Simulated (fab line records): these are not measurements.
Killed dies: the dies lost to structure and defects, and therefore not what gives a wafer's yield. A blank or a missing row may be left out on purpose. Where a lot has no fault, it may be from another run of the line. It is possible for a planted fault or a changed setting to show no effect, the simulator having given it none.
Matching of chambers	flow n5 finfet	pecvd-04 running N5_BEOL_M11_DEP_56: 3 sister chambers
The step deposits SiCN from 3MS/NH3, target thk 30 nm, time 10.5 s. 16 wafers are shown with their chamber, then 8 later ones without.

## WAFERS, EACH WITH ITS CHAMBER
wafer	chamber	throttle valve pct (%)	showerhead plenum p Torr (Torr)
L074.2	2	17.8	4.174
L074.4	0	18.7	4.191
L074.5	0	18.9	4.201
L080.1	0	18.8	4.196
L080.2	2	18.0	4.162
L080.6	1	19.8	4.193
L082.2	1	20.0	4.187
L082.5	0	18.8	4.192
L082.6	1	20.3	4.182
L085.1	2	18.2	4.152
L085.2	0	18.7	4.188
L085.6	2	18.0	4.175
L091.1	2	18.3	4.149
L091.3	0	18.7	4.192
L091.4	0	18.8	4.206
L094.2	1	20.3	4.178

SIGNATURES, as means of the wafers listed above
reading	chamber 0	chamber 1	chamber 2	scatter within a chamber
throttle valve pct	18.771	20.100	18.060	0.168
showerhead plenum p Torr	4.19514	4.18500	4.16240	0.00854
Rule: for each reading, subtract the chamber's mean from the wafer's reading, divide by that reading's scatter and square the result; add these up over the readings and take the root, which gives the wafer's distance from the chamber. The wafer belongs to the nearest chamber; if the next one is less than 2 further off, it can't be placed. The scatter: take each reading less its chamber's mean, square it, sum over the shown wafers, divide by the number of wafers less the number of chambers, and take the root.

## WAFERS WHOSE CHAMBER IS MISSING
wafer	throttle valve pct (%)	showerhead plenum p Torr (Torr)
L094.5	18.7	4.203
L094.6	20.1	4.179
L093.1	18.9	4.201
L093.4	18.4	4.164
L093.5	18.7	4.196
L096.4	18.8	4.199
L096.5	20.1	4.190
L096.6	18.2	4.162

## WHICH CHAMBER EACH WENT THROUGH
wafer	from the rows above	in truth
L094.5	0	0
L094.6	1	1
L093.1	0	0
L093.4	2	2
L093.5	0	0
L096.4	0	0
L096.5	1	1
L096.6	2	2
8 of 8 placed correctly. Left unplaced by these rows: 0. Number placed wrongly: 0.
